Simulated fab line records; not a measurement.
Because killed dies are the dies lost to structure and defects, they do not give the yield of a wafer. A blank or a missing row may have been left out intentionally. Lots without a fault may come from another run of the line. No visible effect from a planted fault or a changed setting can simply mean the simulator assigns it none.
Chamber matching + flow n5 finfet + N5_BEOL_M0_CUTY_ETCH_62 on rie diel-05 has 4 sister chambers
The step etches SiARC in CF4, time 58.5 s. 4 wafers are shown with their chamber, then 8 later ones without.

WAFERS PAIRED WITH THEIR CHAMBERS
| wafer  | chamber | showerhead plenum p Torr (Torr) |
|--------|---------|---------------------------------|
| L085.2 | 3       | 2.21                            |
| L085.4 | 2       | 2.28                            |
| L085.6 | 0       | 2.09                            |
| L087.1 | 1       | 2.17                            |

WAFERS WITHOUT THEIR CHAMBER
| wafer  | showerhead plenum p Torr (Torr) |
|--------|---------------------------------|
| L087.2 | 2.28                            |
| L087.6 | 2.21                            |
| L088.1 | 2.28                            |
| L088.4 | 2.17                            |
| L088.6 | 2.28                            |
| L097.2 | 2.09                            |
| L097.3 | 2.27                            |
| L097.4 | 2.20                            |

WHICH CHAMBER EACH ONE RAN IN
| wafer  | from the rows above | in truth |
|--------|---------------------|----------|
| L087.2 | 2                   | 2        |
| L087.6 | 3                   | 3        |
| L088.1 | 2                   | 2        |
| L088.4 | 1                   | 1        |
| L088.6 | 2                   | 2        |
| L097.2 | 0                   | 0        |
| L097.3 | 2                   | 2        |
| L097.4 | 3                   | 3        |
Correctly placed: 8 of 8. Not placeable from these rows: 0. Placed wrongly: 0.
How it was worked out, from the rows above alone: a wafer's distance from a chamber is the root of the sum, over the readings, of the square of ((its reading less the chamber's mean) divided by the reading's scatter). If the next closest chamber is less than 2 further off than the closest, the wafer can't be placed; otherwise it belongs to the closest. A chamber's mean is the mean of its shown wafers. The scatter: with one shown wafer a chamber, the root of the mean of the squares of how far each hidden wafer lies from its nearest shown one.
